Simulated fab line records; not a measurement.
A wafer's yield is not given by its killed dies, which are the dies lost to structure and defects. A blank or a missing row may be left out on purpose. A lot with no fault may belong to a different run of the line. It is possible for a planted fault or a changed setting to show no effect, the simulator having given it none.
fab line records	flow n5_finfet
[record] lots = 24	wafers = 72	last_day = 19
route steps=1938 shown BEOL_M2@924 BEOL_M3@947
lots with no fault: from the same line, run without faults
start_h: the number of hours between the record's first day and the start of the first shown wafer of the lot	wait_h: time in hours since the lot's previous step	" as in the row above	L1.1+2: one row covering several wafers at once	- no value present, or no start provided	* or withheld: withheld	< > ~ a bound
route shown NAME@n: a module of which the file shows steps, and the number in the route of the first	usual: the fault-free wafers' mean and standard deviation	same: alike in all rows	chamber/n: place in a boat	sites: per-site readings	_std_site: standard deviation across them	_edge_site: the outer-site mean with the inner-site mean subtracted	radius_mm: how far each site lies from the wafer's centre	mask NAME#n: copy n	behind: the tool/chamber that last shaped the wafer	hold: reason for holding the lot/hours on hold/outcome of the hold	device: which transistor (n, p or np) failed to switch	end of line: the tests these same wafers got at the end of their route	a step without rows: its recipe alone	killed: dies that structure and defects cost at the first sort, which is not the same as the wafer's yield	map: a wafer's dies, marking killed ones x, the rest . and places with no die _
set.NAME: setting as actually run; set.NAME@STEP: the setting as run at that earlier step	model.NAME: the simulator's own value behind a step, which no gauge read
the route's steps for a sample of lots (tables are steps, rows are wafers)
services: a tool's chamber out of use, with start hour (start_h, from the record's first day; less than 0 if before it), hours out, and reason
[[steps]]
[step N5_BEOL_M2_THK_MEAS_53]
[recipe] thk_meas_gauge = xrf	reads = Cu_of_BEOL_M2_ECD_50
[usual] M2_THK = 42.1/1.9
lot.wafer	tool	chamber	start_h	wait_h	M2_THK[nm]
L076.3	film_metro-02	-	166.62	-	42.8
L076.4	"	-	"	"	44.8
L076.6	"	-	"	"	44.2
L074.1	film_metro-02	-	170.42	-	42.2
L074.4	"	-	"	"	43.2
L074.6	"	-	"	"	43.8
L075.2	film_metro-02	-	170.64	-	44.0
L075.4	"	-	"	"	41.1
L075.6	"	-	"	"	43.9
L078.1	film_metro-02	-	173.43	-	43.9
L078.3	"	-	"	"	42.9
L078.5	"	-	"	"	44.3
L077.4	film_metro-01	-	174.58	-	40.4
L077.5	"	-	"	"	42.1
L077.6	"	-	"	"	39.0
L079.2	film_metro-01	-	175.02	-	46.2
L079.5	"	-	"	"	43.4
L079.6	"	-	"	"	42.7
L080.1	film_metro-02	-	182.72	-	41.2
L080.2	"	-	"	"	41.9
L080.4	"	-	"	"	40.3
L081.3	film_metro-01	-	184.09	-	38.3
L081.5	"	-	"	"	39.5
L081.6	"	-	"	"	37.7
L082.1	film_metro-02	-	196.43	-	37.3
L082.3	"	-	"	"	39.9
L082.4	"	-	"	"	39.3
L083.1	film_metro-01	-	218.93	-	42.8
L083.4	"	-	"	"	44.6
L083.6	"	-	"	"	43.0
L084.1	film_metro-02	-	223.54	-	43.2
L084.3	"	-	"	"	43.7
L084.4	"	-	"	"	45.2
L085.2	film_metro-01	-	230.71	-	43.3
L085.4	"	-	"	"	41.3
L085.5	"	-	"	"	42.7
L086.1	film_metro-01	-	236.50	-	43.4
L086.2	"	-	"	"	41.3
L086.3	"	-	"	"	44.4
L088.1	film_metro-01	-	241.18	-	41.5
L088.3	"	-	"	"	43.2
L088.4	"	-	"	"	42.2
L087.2	film_metro-01	-	242.25	-	44.7
L087.4	"	-	"	"	39.8
L087.6	"	-	"	"	42.9
L089.1	film_metro-01	-	250.09	-	41.9
L089.3	"	-	"	"	41.2
L089.6	"	-	"	"	40.8
L091.1	film_metro-01	-	254.75	-	38.2
L091.3	"	-	"	"	40.7
L091.4	"	-	"	"	43.5
L090.1	film_metro-01	-	268.92	-	42.2
L090.2	"	-	"	"	44.6
L090.4	"	-	"	"	43.8
L092.2	film_metro-01	-	269.17	-	40.0
L092.3	"	-	"	"	40.2
L092.5	"	-	"	"	39.1
L093.1	film_metro-01	-	278.93	-	43.2
L093.2	"	-	"	"	43.8
L093.6	"	-	"	"	44.3
L095.1	film_metro-02	-	281.64	-	41.9
L095.2	"	-	"	"	40.7
L095.3	"	-	"	"	41.1
L094.2	film_metro-02	-	285.68	-	44.2
L094.5	"	-	"	"	45.4
L094.6	"	-	"	"	39.8
L096.1	film_metro-02	-	291.20	-	41.9
L096.2	"	-	"	"	40.9
L096.6	"	-	"	"	43.1
L097.1	film_metro-01	-	302.33	-	42.8
L097.3	"	-	"	"	40.9
L097.5	"	-	"	"	40.7
[step N5_BEOL_M2_PRE_CLEAN_60]
[recipe] gas = NH3/H2	time_s = 15	temp_c = *	rf_power_w = 300
[usual] heater_power_w = 98/10
lot.wafer	tool	chamber	start_h	wait_h	heater_power_w
L076.3	cvd_co-02	0	166.66	0.0	103
L076.4	"	1	"	"	94
L076.6	"	2	"	"	90
L074.1	cvd_co-01	2	170.45	0.0	114
L074.4	"	2	"	"	112
L074.6	"	0	"	"	92
L075.2	cvd_co-02	1	170.68	0.0	96
L075.4	"	1	"	"	95
L075.6	"	0	"	"	103
L078.1	cvd_co-01	2	173.47	0.0	109
L078.3	"	0	"	"	93
L078.5	"	1	"	"	91
L077.4	cvd_co-02	0	174.63	0.1	105
L077.5	"	2	"	"	84
L077.6	"	1	"	"	95
L079.2	cvd_co-01	2	175.05	0.0	110
L079.5	"	0	"	"	94
L079.6	"	2	"	"	114
L080.1	cvd_co-01	1	182.75	0.0	91
L080.2	"	0	"	"	92
L080.4	"	1	"	"	90
L081.3	cvd_co-02	0	184.13	0.0	105
L081.5	"	0	"	"	106
L081.6	"	1	"	"	97
L082.1	cvd_co-02	1	196.46	0.0	95
L082.3	"	0	"	"	105
L082.4	"	0	"	"	104
L083.1	cvd_co-01	0	218.97	0.0	94
L083.4	"	1	"	"	91
L083.6	"	0	"	"	91
L084.1	cvd_co-02	0	223.58	0.0	106
L084.3	"	1	"	"	96
L084.4	"	1	"	"	95
L085.2	cvd_co-01	0	230.75	0.0	94
L085.4	"	1	"	"	92
L085.5	"	2	"	"	113
L086.1	cvd_co-01	1	236.54	0.0	90
L086.2	"	2	"	"	113
L086.3	"	0	"	"	93
L088.1	cvd_co-01	0	241.45	0.3	95
L088.3	"	2	"	"	116
L088.4	"	2	"	"	114
L087.2	cvd_co-01	2	242.28	0.0	115
L087.4	"	0	"	"	94
L087.6	"	2	"	"	112
L089.1	cvd_co-01	2	250.13	0.0	117
L089.3	"	0	"	"	95
L089.6	"	2	"	"	114
L091.1	cvd_co-01	1	254.79	0.0	90
L091.3	"	0	"	"	93
L091.4	"	0	"	"	93
L090.1	cvd_co-01	1	269.19	0.3	92
L090.2	"	2	"	"	118
L090.4	"	1	"	"	90
L092.2	cvd_co-01	0	269.44	0.3	95
L092.3	"	1	"	"	88
L092.5	"	1	"	"	90
L093.1	cvd_co-01	2	279.20	0.3	116
L093.2	"	0	"	"	94
L093.6	"	2	"	"	112
L095.1	cvd_co-01	1	281.76	0.1	89
L095.2	"	0	"	"	95
L095.3	"	2	"	"	113
L094.2	cvd_co-01	1	286.00	0.3	88
L094.5	"	1	"	"	88
L094.6	"	2	"	"	116
L096.1	cvd_co-01	1	291.23	0.0	90
L096.2	"	2	"	"	114
L096.6	"	2	"	"	114
L097.1	cvd_co-02	1	302.36	0.0	93
L097.3	"	2	"	"	92
L097.5	"	2	"	"	90
[step N5_BEOL_M2_RS_MEAS_58]
[recipe] thk_meas_gauge = four-point-probe	reads = Co_of_BEOL_M2_CO_CAP_55+Cu_of_BEOL_M2_ECD_50+Co_of_BEOL_M2_CVD_47+TaN_of_BEOL_M2_ALD_84
[usual] M2_RS = 0.65/0.037
lot.wafer	tool	chamber	start_h	wait_h	M2_RS[ohm/sq]
L076.3	film_metro-02	-	166.88	0.1	0.64
L076.4	"	-	"	"	0.60
L076.6	"	-	"	"	0.61
L074.1	film_metro-01	-	170.68	0.0	0.65
L074.4	"	-	"	"	0.63
L074.6	"	-	"	"	0.62
L075.2	film_metro-02	-	170.93	0.1	0.61
L075.4	"	-	"	"	0.66
L075.6	"	-	"	"	0.61
L078.1	film_metro-02	-	173.69	0.0	0.62
L078.3	"	-	"	"	0.63
L078.5	"	-	"	"	0.60
L077.4	film_metro-02	-	174.84	0.0	0.69
L077.5	"	-	"	"	0.65
L077.6	"	-	"	"	0.72
L079.2	film_metro-02	-	175.28	0.1	0.58
L079.5	"	-	"	"	0.62
L079.6	"	-	"	"	0.64
L080.1	film_metro-02	-	182.98	0.0	0.67
L080.2	"	-	"	"	0.65
L080.4	"	-	"	"	0.68
L081.3	film_metro-01	-	184.38	0.1	0.73
L081.5	"	-	"	"	0.70
L081.6	"	-	"	"	0.74
L082.1	film_metro-01	-	196.69	0.0	0.76
L082.3	"	-	"	"	0.69
L082.4	"	-	"	"	0.71
L083.1	film_metro-01	-	219.22	0.1	0.63
L083.4	"	-	"	"	0.60
L083.6	"	-	"	"	0.63
L084.1	film_metro-01	-	223.83	0.1	0.63
L084.3	"	-	"	"	0.62
L084.4	"	-	"	"	0.59
L085.2	film_metro-02	-	231.00	0.1	0.62
L085.4	"	-	"	"	0.66
L085.5	"	-	"	"	0.63
L086.1	film_metro-02	-	236.77	0.0	0.62
L086.2	"	-	"	"	0.65
L086.3	"	-	"	"	0.59
L088.1	film_metro-02	-	241.67	0.0	0.66
L088.3	"	-	"	"	0.62
L088.4	"	-	"	"	0.65
L087.2	film_metro-02	-	242.51	0.1	0.59
L087.4	"	-	"	"	0.69
L087.6	"	-	"	"	0.62
L089.1	film_metro-01	-	250.35	0.0	0.65
L089.3	"	-	"	"	0.66
L089.6	"	-	"	"	0.67
L091.1	film_metro-01	-	255.01	0.0	0.74
L091.3	"	-	"	"	0.68
L091.4	"	-	"	"	0.62
L090.1	film_metro-01	-	269.42	0.0	0.65
L090.2	"	-	"	"	0.61
L090.4	"	-	"	"	0.62
L092.2	film_metro-01	-	269.67	0.1	0.69
L092.3	"	-	"	"	0.69
L092.5	"	-	"	"	0.71
L093.1	film_metro-01	-	279.42	0.0	0.63
L093.2	"	-	"	"	0.62
L093.6	"	-	"	"	0.61
L095.1	film_metro-01	-	281.98	0.0	0.65
L095.2	"	-	"	"	0.67
L095.3	"	-	"	"	0.66
L094.2	film_metro-02	-	286.28	0.1	0.61
L094.5	"	-	"	"	0.59
L094.6	"	-	"	"	0.70
L096.1	film_metro-02	-	291.51	0.0	0.64
L096.2	"	-	"	"	0.67
L096.6	"	-	"	"	0.62
L097.1	film_metro-02	-	302.64	0.0	0.63
L097.3	"	-	"	"	0.67
L097.5	"	-	"	"	0.68
[step N5_BEOL_M2_INSPECT_59]
[recipe] inspect_instrument = darkfield	mode = post_dep
[usual] raw_defect_count = 74/25
lot.wafer	tool	chamber	start_h	wait_h	raw_defect_count
L076.3	defect_inspect-01	-	166.91	0.0	79
L076.4	"	-	"	"	57
L076.6	"	-	"	"	88
L074.1	defect_inspect-02	-	170.70	0.0	54
L074.4	"	-	"	"	52
L074.6	"	-	"	"	145
L075.2	defect_inspect-02	-	170.96	0.0	71
L075.4	"	-	"	"	68
L075.6	"	-	"	"	75
L078.1	defect_inspect-02	-	173.72	0.0	53
L078.3	"	-	"	"	124
L078.5	"	-	"	"	96
L077.4	defect_inspect-02	-	174.86	0.0	92
L077.5	"	-	"	"	55
L077.6	"	-	"	"	70
L079.2	defect_inspect-01	-	175.31	0.0	37
L079.5	"	-	"	"	94
L079.6	"	-	"	"	71
L080.1	defect_inspect-02	-	183.00	0.0	78
L080.2	"	-	"	"	93
L080.4	"	-	"	"	67
L081.3	defect_inspect-01	-	184.41	0.0	84
L081.5	"	-	"	"	63
L081.6	"	-	"	"	68
L082.1	defect_inspect-02	-	196.71	0.0	77
L082.3	"	-	"	"	59
L082.4	"	-	"	"	61
L083.1	defect_inspect-02	-	219.25	0.0	87
L083.4	"	-	"	"	57
L083.6	"	-	"	"	93
L084.1	defect_inspect-01	-	223.86	0.0	47
L084.3	"	-	"	"	41
L084.4	"	-	"	"	75
L085.2	defect_inspect-02	-	231.03	0.0	66
L085.4	"	-	"	"	57
L085.5	"	-	"	"	98
L086.1	defect_inspect-01	-	236.79	0.0	63
L086.2	"	-	"	"	71
L086.3	"	-	"	"	67
L088.1	defect_inspect-02	-	241.70	0.0	28
L088.3	"	-	"	"	88
L088.4	"	-	"	"	85
L087.2	defect_inspect-02	-	242.53	0.0	95
L087.4	"	-	"	"	96
L087.6	"	-	"	"	120
L089.1	defect_inspect-02	-	250.38	0.0	52
L089.3	"	-	"	"	59
L089.6	"	-	"	"	63
L091.1	defect_inspect-01	-	255.04	0.0	82
L091.3	"	-	"	"	64
L091.4	"	-	"	"	111
L090.1	defect_inspect-01	-	269.44	0.0	41
L090.2	"	-	"	"	37
L090.4	"	-	"	"	48
L092.2	defect_inspect-02	-	269.69	0.0	121
L092.3	"	-	"	"	138
L092.5	"	-	"	"	86
L093.1	defect_inspect-02	-	279.45	0.0	70
L093.2	"	-	"	"	62
L093.6	"	-	"	"	71
L095.1	defect_inspect-02	-	282.01	0.0	38
L095.2	"	-	"	"	62
L095.3	"	-	"	"	82
L094.2	defect_inspect-02	-	286.31	0.0	160
L094.5	"	-	"	"	113
L094.6	"	-	"	"	86
L096.1	defect_inspect-01	-	291.54	0.0	54
L096.2	"	-	"	"	61
L096.6	"	-	"	"	61
L097.1	defect_inspect-01	-	302.67	0.0	55
L097.3	"	-	"	"	48
L097.5	"	-	"	"	77
[step N5_BEOL_M3_DESCUM_16]
[recipe] chemistry = O2	time_s = 7	source_power_w = 50	bias_power_w = 20	pressure_mtorr = 20	rf_frequency_hz = 2.712e+07	temp_c = 40	resist = CAR-EUV	o2_flow_sccm = 225
[usual] chamber_pressure_mTorr = 19.998/0.018	drypump_motor_current_A = 6.0/0.44	oes_product_au = 0.75/0.079	rf_vpp_V = 242.6/1.7	showerhead_plenum_p_Torr = 2.06/0.095	throttle_valve_pct = 20.52/0.24
lot.wafer	tool	chamber	start_h	wait_h	chamber_pressure_mTorr	drypump_motor_current_A	oes_product_au	rf_hours_counter_h	rf_vpp_V	showerhead_plenum_p_Torr	throttle_valve_pct
L076.3	rie_diel-06	2	169.22	0.3	19.962	5.6	0.73	160	244.1	2.18	20.51
L076.4	"	1	"	"	19.980	6.0	0.80	109	240.8	1.94	20.26
L076.6	"	1	"	"	19.976	6.0	0.80	-	239.6	1.94	20.27
L074.1	rie_diel-02	2	173.14	0.3	19.993	6.6	0.78	117	240.7	1.95	20.51
L074.4	"	0	"	"	20.033	6.8	0.97	5	244.6	2.25	20.10
L074.6	"	2	"	"	20.018	6.6	0.78	-	242.1	1.95	20.51
L075.2	rie_diel-06	0	173.19	0.1	19.995	6.0	0.68	246	242.6	2.06	20.45
L075.4	"	2	"	"	19.991	5.6	0.74	161	244.1	2.18	20.52
L075.6	"	2	"	"	20.018	5.6	0.73	-	244.5	2.18	20.50
L078.1	rie_diel-06	2	175.41	0.0	19.992	5.6	0.73	161	244.6	2.18	20.51
L078.3	"	1	"	"	19.988	6.0	0.79	111	241.2	1.94	20.26
L078.5	"	2	"	"	19.987	5.6	0.73	-	242.9	2.18	20.52
L077.4	rie_diel-06	1	176.20	0.3	20.026	6.0	0.80	111	241.7	1.94	20.27
L077.5	"	0	"	"	19.978	6.0	0.69	-	243.2	2.06	20.46
L077.6	"	3	"	"	20.010	6.7	0.70	-	239.5	1.97	20.61
L079.2	rie_diel-02	2	177.06	0.0	19.973	6.6	0.77	118	239.3	1.95	20.51
L079.5	"	2	"	"	20.027	6.7	0.77	-	240.4	1.95	20.50
L079.6	"	1	"	"	19.999	5.5	0.76	-	243.9	2.19	20.47
L080.1	rie_diel-06	3	184.81	0.1	19.989	6.6	0.71	224	241.7	1.97	20.60
L080.2	"	0	"	"	19.987	6.0	0.68	249	242.9	2.06	20.46
L080.4	"	1	"	"	20.001	6.0	0.80	113	242.3	1.94	20.26
L081.3	rie_diel-01	0	185.52	0.0	20.005	5.9	0.74	196	243.2	2.07	20.82
L081.5	"	2	"	"	19.963	5.4	0.77	-	244.0	2.13	20.52
L081.6	"	3	"	"	20.003	6.3	0.69	-	242.6	2.07	20.52
L082.1	rie_diel-06	3	198.20	0.0	20.001	6.6	0.71	229	241.7	1.97	20.61
L082.3	"	2	"	"	19.984	5.6	0.73	168	245.1	2.17	20.51
L082.4	"	3	"	"	20.015	6.6	0.70	-	240.2	1.97	20.60
L083.1	rie_diel-01	3	220.48	0.0	20.025	6.3	0.68	234	243.1	2.07	20.54
L083.4	"	1	"	"	19.973	5.5	0.69	221	243.9	2.07	21.00
L083.6	"	2	"	"	19.976	5.5	0.76	-	243.2	2.13	20.53
L084.1	rie_diel-06	1	225.55	0.1	19.997	6.0	0.80	126	239.6	1.93	20.30
L084.3	"	3	"	"	19.972	6.6	0.71	237	241.0	1.97	20.63
L084.4	"	0	"	"	20.012	6.0	0.98	3	243.6	2.06	20.08
L085.2	rie_diel-06	1	233.01	0.1	20.018	6.0	0.78	127	239.5	1.93	20.30
L085.4	"	0	"	"	19.996	6.0	0.97	5	243.6	2.06	20.07
L085.5	"	2	"	"	20.021	5.6	0.71	-	244.9	2.17	20.54
L086.1	rie_diel-01	1	238.09	0.3	19.991	5.5	0.69	227	241.2	2.07	21.02
L086.2	"	2	"	"	19.989	5.4	0.76	121	243.3	2.13	20.53
L086.3	"	0	"	"	20.015	5.9	0.73	211	242.3	2.07	20.83
L088.1	rie_diel-06	2	243.90	0.1	19.958	5.6	0.72	182	244.6	2.17	20.54
L088.3	"	0	"	"	20.000	6.0	0.96	8	242.9	2.06	20.09
L088.4	"	1	"	"	19.960	6.0	0.79	131	239.9	1.93	20.30
L087.2	rie_diel-06	3	244.61	0.0	19.978	6.7	0.70	243	241.2	1.97	20.62
L087.4	"	0	"	"	19.984	6.0	0.96	8	240.7	2.06	20.09
L087.6	"	3	"	"	19.995	6.7	0.69	-	241.5	1.97	20.63
L089.1	rie_diel-01	1	251.77	0.0	20.028	5.5	0.69	231	242.2	2.06	21.01
L089.3	"	3	"	"	19.986	6.3	0.68	244	241.1	2.06	20.54
L089.6	"	1	"	"	19.996	5.6	0.68	-	244.0	2.06	21.01
L091.1	rie_diel-06	1	256.15	0.1	20.016	6.0	0.78	134	240.3	1.93	20.30
L091.3	"	2	"	"	20.003	5.6	0.72	186	244.8	2.17	20.55
L091.4	"	3	"	"	20.020	6.6	0.69	246	243.3	1.97	20.65
L090.1	rie_diel-01	1	270.50	0.1	19.996	5.6	0.68	236	243.0	2.06	21.02
L090.2	"	2	"	"	19.968	5.4	0.75	129	244.4	2.12	20.54
L090.4	"	0	"	"	19.984	5.9	0.72	221	242.2	2.06	20.86
L092.2	rie_diel-02	2	270.87	0.0	20.017	6.6	0.75	146	240.7	1.94	20.56
L092.3	"	3	"	"	20.034	6.2	0.70	193	239.7	1.99	20.93
L092.5	"	1	"	"	19.995	5.5	0.73	-	244.3	2.18	20.53
L093.1	rie_diel-06	1	281.76	0.2	20.021	6.0	0.77	142	240.5	1.93	20.32
L093.2	"	0	"	"	19.983	6.0	0.93	18	242.9	2.06	20.10
L093.6	"	0	"	"	20.018	6.0	0.93	-	242.4	2.06	20.10
L095.1	rie_diel-01	1	282.88	0.2	19.978	5.6	0.68	241	244.3	2.06	21.02
L095.2	"	0	"	"	20.022	5.9	0.72	226	242.8	2.06	20.87
L095.3	"	2	"	"	20.022	5.4	0.76	134	243.1	2.12	20.55
L094.2	rie_diel-02	2	287.44	0.4	20.043	6.6	0.74	151	239.4	1.94	20.55
L094.5	"	0	"	"	20.023	6.7	0.89	-	245.3	2.24	20.15
L094.6	"	3	"	"	19.984	6.2	0.70	-	240.9	1.99	20.95
L096.1	rie_diel-02	3	293.16	0.3	19.976	6.2	0.69	199	242.3	1.99	20.95
L096.2	"	0	"	"	19.987	6.7	0.89	38	245.2	2.24	20.16
L096.6	"	0	"	"	19.980	6.7	0.89	-	243.8	2.24	20.14
L097.1	rie_diel-06	3	303.74	0.1	20.023	6.7	0.99	4	245.6	2.23	20.26
L097.3	"	2	"	"	19.992	5.6	0.70	203	244.6	2.16	20.59
L097.5	"	1	"	"	20.003	6.0	0.76	-	239.7	1.92	20.31
[step N5_BEOL_M3_TRENCH_ETCH_37]
[recipe] chemistry = C4F6/O2	target_depth_a = 555.55	target = SiOC	time_s = 29.2	ion_energy_ev = 250	pressure_mtorr = 30	source_w = 355	bias_w = 185	Ar_flow_sccm = 300	C4F6_flow_sccm = 10	O2_flow_sccm = 10
[usual] chamber_pressure_mTorr = 30.002/0.026	drypump_motor_current_A = 6.1/0.47	oes_ar_750_au = 0.76/0.083	oes_f_703_au = 0.76/0.085	oes_product_au = 0.76/0.087	rf_vpp_V = 667/7.7	showerhead_plenum_p_Torr = 2.81/0.12	throttle_valve_pct = 20.91/0.26
lot.wafer	tool	chamber	start_h	wait_h	chamber_pressure_mTorr	drypump_motor_current_A	oes_ar_750_au	oes_f_703_au	oes_product_au	rf_hours_counter_h	rf_vpp_V	showerhead_plenum_p_Torr	throttle_valve_pct
L076.3	rie_diel-02	0	-	-	30.035	6.8	0.95	0.97	0.96	5	664	3.04	20.44
L076.4	"	2	"	"	29.982	6.7	0.79	0.80	0.78	117	660	2.66	20.94
L076.6	"	2	"	"	30.017	6.6	0.79	0.79	0.78	-	659	2.66	20.94
L074.1	rie_diel-01	2	-	-	30.032	5.4	0.77	0.77	0.77	103	675	2.87	20.85
L074.4	"	0	"	"	30.030	5.9	0.73	0.72	0.73	194	672	2.81	21.13
L074.6	"	3	"	"	29.979	6.3	0.70	0.70	0.69	-	654	2.82	20.93
L075.2	rie_diel-02	1	-	-	29.977	5.5	0.75	0.74	0.74	155	676	2.96	20.85
L075.4	"	3	"	"	30.012	6.2	0.73	0.73	0.72	169	662	2.72	21.27
L075.6	"	2	"	"	29.965	6.6	0.79	0.79	0.78	-	659	2.66	20.94
L078.1	rie_diel-06	0	-	-	30.072	6.0	0.69	0.69	0.68	249	668	2.80	20.82
L078.3	"	2	"	"	29.972	5.6	0.72	0.70	0.73	164	675	2.94	20.87
L078.5	"	0	"	"	29.998	6.0	0.69	0.69	0.68	-	666	2.80	20.81
L077.4	rie_diel-02	3	-	-	29.978	6.2	0.73	0.72	0.72	170	660	2.72	21.26
L077.5	"	2	"	"	30.024	6.7	0.79	0.78	0.78	-	660	2.66	20.95
L077.6	"	1	"	"	30.028	5.5	0.74	0.74	0.75	-	674	2.96	20.85
L079.2	rie_diel-06	2	-	-	29.973	5.6	0.72	0.70	0.72	166	676	2.94	20.87
L079.5	"	2	"	"	29.969	5.6	0.72	0.69	0.71	-	677	2.94	20.89
L079.6	"	3	"	"	29.967	6.7	0.71	0.71	0.70	-	659	2.67	20.92
L080.1	rie_diel-06	2	-	-	29.971	5.6	0.72	0.70	0.72	167	675	2.94	20.87
L080.2	"	1	"	"	29.991	6.0	0.78	0.77	0.79	117	679	2.65	20.73
L080.4	"	3	"	"	29.966	6.6	0.70	0.71	0.69	-	661	2.67	20.92
L081.3	rie_diel-01	2	-	-	29.989	5.4	0.76	0.76	0.76	108	674	2.87	20.85
L081.5	"	3	"	"	30.004	6.3	0.70	0.69	0.69	-	655	2.82	20.93
L081.6	"	0	"	"	29.973	5.9	0.72	0.73	0.72	-	672	2.81	21.16
L082.1	rie_diel-02	2	-	-	30.029	6.7	0.78	0.79	0.77	128	660	2.65	20.98
L082.3	"	0	"	"	30.028	6.8	0.93	0.93	0.93	14	663	3.03	20.45
L082.4	"	3	"	"	30.017	6.2	0.72	0.72	0.72	177	660	2.72	21.28
L083.1	rie_diel-06	1	-	-	30.029	6.0	0.77	0.76	0.79	126	679	2.64	20.74
L083.4	"	0	"	"	30.014	6.0	0.98	0.97	0.98	3	666	2.80	20.46
L083.6	"	0	"	"	30.011	6.0	0.97	0.98	0.98	-	667	2.80	20.44
L084.1	rie_diel-01	0	-	-	29.984	5.9	0.71	0.71	0.72	210	672	2.80	21.16
L084.3	"	1	"	"	30.035	5.6	0.70	0.70	0.69	225	674	2.81	21.38
L084.4	"	2	"	"	29.981	5.4	0.76	0.75	0.77	119	674	2.87	20.86
L085.2	rie_diel-06	0	-	-	29.995	6.0	0.94	0.95	0.95	8	667	2.79	20.47
L085.4	"	2	"	"	29.995	5.6	0.71	0.69	0.71	183	676	2.94	20.89
L085.5	"	3	"	"	29.979	6.7	0.69	0.70	0.69	-	658	2.67	20.94
L086.1	rie_diel-02	3	-	-	30.047	6.2	0.72	0.71	0.70	189	660	2.71	21.29
L086.2	"	2	"	"	29.997	6.6	0.77	0.77	0.77	142	662	2.65	21.00
L086.3	"	0	"	"	30.024	6.7	0.90	0.89	0.89	28	662	3.03	20.50
L088.1	rie_diel-02	3	-	-	30.028	6.2	0.71	0.72	0.69	190	660	2.71	21.30
L088.3	"	2	"	"	29.966	6.7	0.77	0.77	0.76	143	659	2.65	20.99
L088.4	"	0	"	"	30.064	6.8	0.90	0.90	0.89	29	664	3.03	20.49
L089.1	rie_diel-01	0	-	-	30.022	5.9	0.71	0.71	0.71	218	671	2.80	21.19
L089.3	"	2	"	"	29.990	5.4	0.75	0.75	0.75	127	675	2.86	20.86
L089.6	"	0	"	"	30.028	5.9	0.71	0.70	0.71	-	671	2.80	21.18
L087.2	rie_diel-02	0	-	-	29.985	6.7	0.89	0.89	0.90	29	663	3.03	20.47
L087.4	"	1	"	"	29.969	5.5	0.73	0.73	0.72	179	674	2.95	20.88
L087.6	"	0	"	"	29.991	6.8	0.90	0.91	0.88	-	663	3.03	20.47
L091.1	rie_diel-01	0	-	-	29.996	5.9	0.71	0.71	0.71	220	672	2.80	21.19
L091.3	"	1	"	"	30.046	5.6	0.69	0.69	0.69	234	672	2.80	21.39
L091.4	"	2	"	"	30.009	5.4	0.75	0.76	0.75	128	672	2.86	20.88
L090.1	rie_diel-01	2	-	-	29.958	5.4	0.74	0.75	0.75	130	672	2.86	20.89
L090.2	"	3	"	"	30.000	6.3	0.68	0.68	0.67	249	654	2.81	20.97
L090.4	"	1	"	"	30.014	5.6	0.69	0.69	0.67	237	673	2.80	21.39
L092.2	rie_diel-02	2	-	-	30.031	6.6	0.77	0.76	0.76	147	660	2.65	20.99
L092.3	"	3	"	"	29.984	6.2	0.71	0.71	0.70	194	659	2.71	21.30
L092.5	"	2	"	"	30.046	6.7	0.77	0.77	0.77	-	659	2.65	20.97
L095.1	rie_diel-01	0	-	-	29.991	5.9	0.70	0.69	0.69	236	671	2.79	21.20
L095.2	"	2	"	"	29.953	5.4	0.73	0.73	0.73	143	673	2.86	20.89
L095.3	"	3	"	"	30.045	6.3	0.99	1.00	1.01	4	653	2.80	20.51
L093.1	rie_diel-02	3	-	-	30.011	6.2	0.70	0.70	0.69	202	660	2.71	21.31
L093.2	"	2	"	"	29.997	6.7	0.76	0.76	0.75	156	660	2.64	20.99
L093.6	"	0	"	"	30.013	6.7	0.88	0.87	0.87	-	663	3.02	20.49
L094.2	rie_diel-02	3	-	-	29.994	6.3	0.71	0.70	0.69	203	660	2.71	21.32
L094.5	"	2	"	"	29.938	6.7	0.76	0.76	0.75	-	661	2.64	20.99
L094.6	"	3	"	"	29.974	6.2	0.70	0.70	0.68	-	661	2.71	21.31
L096.1	rie_diel-06	1	-	-	30.017	6.0	0.75	0.73	0.75	156	679	2.63	20.77
L096.2	"	0	"	"	29.996	6.0	0.89	0.90	0.90	32	665	2.78	20.50
L096.6	"	0	"	"	29.999	6.0	0.89	0.89	0.91	-	665	2.78	20.49
L097.1	rie_diel-01	3	-	-	29.972	6.3	0.97	0.98	0.98	9	653	2.80	20.55
L097.3	"	2	"	"	30.000	5.4	0.74	0.73	0.73	148	672	2.85	20.90
L097.5	"	0	"	"	30.025	5.9	0.70	0.69	0.69	-	671	2.79	21.21
[[services]]
tool	chamber	start_h	hours	kind
rie_diel-02	0	143.18	-	clean
rie_diel-02	0	143.18	-	consumable_replace:focus_ring
rie_diel-02	0	143.18	-	consumable_replace:showerhead
rie_diel-02	0	143.18	14.2	scheduled_down
rie_diel-02	0	143.18	14.2	vent_cycle
rie_diel-01	-	153.03	1.0	repair
cvd_co-01	-	153.09	1.6	repair
rie_diel-06	0	189.62	-	clean
rie_diel-06	0	189.62	-	consumable_replace:focus_ring
rie_diel-06	0	189.62	19.5	scheduled_down
rie_diel-06	0	189.62	19.5	vent_cycle
rie_diel-02	0	199.21	4.1	repair
rie_diel-06	-	227.86	0.3	repair
cvd_co-02	-	230.68	70.6	repair
rie_diel-02	3	237.17	2.9	repair
cvd_co-01	2	256.57	4.6	repair
rie_diel-06	3	274.05	-	clean
rie_diel-06	3	274.05	-	consumable_replace:focus_ring
rie_diel-06	3	274.05	-	consumable_replace:showerhead
rie_diel-06	3	274.05	15.7	scheduled_down
rie_diel-06	3	274.05	15.7	vent_cycle
cvd_co-01	0	284.64	13.4	repair
cvd_co-01	-	301.24	28.1	pm
cvd_co-02	1	313.91	14.4	repair
[[key]]
fault none
